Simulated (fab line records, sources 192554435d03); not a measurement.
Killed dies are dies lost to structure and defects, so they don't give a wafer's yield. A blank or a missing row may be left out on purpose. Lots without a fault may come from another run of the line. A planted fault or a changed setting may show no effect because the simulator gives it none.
Chamber matching | flow n5_finfet | N5_BEOL_M9_PECVD_70 on pecvd-02: 3 sister chambers
The step deposits SiO2 from TEOS/O2, target thk 20 nm, time 22.7 s. 3 wafers are shown with their chamber, then 10 later ones without.

WAFERS WITH THEIR CHAMBER
wafer  | chamber | throttle_valve_pct (%)
L088.4 | 1       | 21.4
L088.5 | 2       | 23.1
L090.4 | 0       | 23.1

WAFERS WITHOUT THEIR CHAMBER
wafer  | throttle_valve_pct (%)
L090.6 | 21.6
L089.3 | 23.3
L089.5 | 21.4
L089.6 | 23.5
L093.1 | 21.0
L093.2 | 23.1
L093.4 | 23.4
L095.2 | 23.3
L095.3 | 23.5
L095.4 | 22.9

WHICH CHAMBER EACH WENT THROUGH
wafer  | from the rows above     | in truth
L090.6 | 1                       | 1
L089.3 | can't be placed: 0 or 2 | 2
L089.5 | 1                       | 1
L089.6 | can't be placed: 0 or 2 | 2
L093.1 | 1                       | 1
L093.2 | can't be placed: 0 or 2 | 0
L093.4 | can't be placed: 0 or 2 | 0
L095.2 | can't be placed: 0 or 2 | 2
L095.3 | can't be placed: 0 or 2 | 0
L095.4 | can't be placed: 0 or 2 | 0
Placed correctly: 3 of 10. Can't be placed from these rows: 7 (the true chamber is among the candidates in 7). Placed wrongly: 0.
How it was worked out, from the rows above alone: a wafer's distance from a chamber is the root of the sum, over the readings, of the square of ((its reading less the chamber's mean) divided by the reading's scatter). The wafer belongs to the nearest chamber; if the next one is less than 2 further off, it can't be placed. A chamber's mean is the mean of its shown wafers. The scatter: with one shown wafer a chamber, the root of the mean of the squares of how far each hidden wafer lies from its nearest shown one.
